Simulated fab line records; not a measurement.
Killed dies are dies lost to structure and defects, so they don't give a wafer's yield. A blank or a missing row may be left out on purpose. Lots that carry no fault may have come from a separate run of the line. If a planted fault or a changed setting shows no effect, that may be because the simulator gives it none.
Matching of chambers	flow nand-harc	3 sister chambers for NHARC_A_CONTACT_DEP_85 on pecvd-02
The step deposits SiON, target thk 50 nm. 6 wafers are shown with their chamber, then 7 later ones without.

== EACH WAFER AND ITS CHAMBER ==
wafer	chamber	heater-power-w (W)
L091.3	0	724
L091.6	2	840
L090.5	1	738
L090.6	0	749
L093.1	1	693
L093.2	2	740

== WAFERS WHOSE CHAMBER IS MISSING ==
wafer	heater-power-w (W)
L093.4	737
L094.2	840
L094.3	842
L094.6	693
L094.1	675
L094.4	827
L094.5	824

== EACH ONE'S CHAMBER ==
wafer	from the rows above	in truth
L093.4	can't be placed: 0 or 1 or 2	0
L094.2	can't be placed: 2 or 0 or 1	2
L094.3	can't be placed: 2 or 0 or 1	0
L094.6	can't be placed: 1 or 0 or 2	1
L094.1	can't be placed: 1 or 0 or 2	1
L094.4	can't be placed: 2 or 0 or 1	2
L094.5	can't be placed: 2 or 0 or 1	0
0 of 7 placed correctly. From these rows, 7 cannot be placed; in 7 the true chamber is one of the candidates. Number placed wrongly: 0.
How it was worked out, from the rows above alone: a wafer's distance from a chamber is the root of the sum, over the readings, of the square of ((its reading less the chamber's mean) divided by the reading's scatter). The wafer belongs to the nearest chamber; if the next one is less than 2 further off, it can't be placed. The mean given for a chamber averages the wafers shown for that chamber. How the scatter is found: for the shown wafers, subtract from each reading the mean of its chamber, square and add these, divide the total by (wafers less chambers), then take the root.
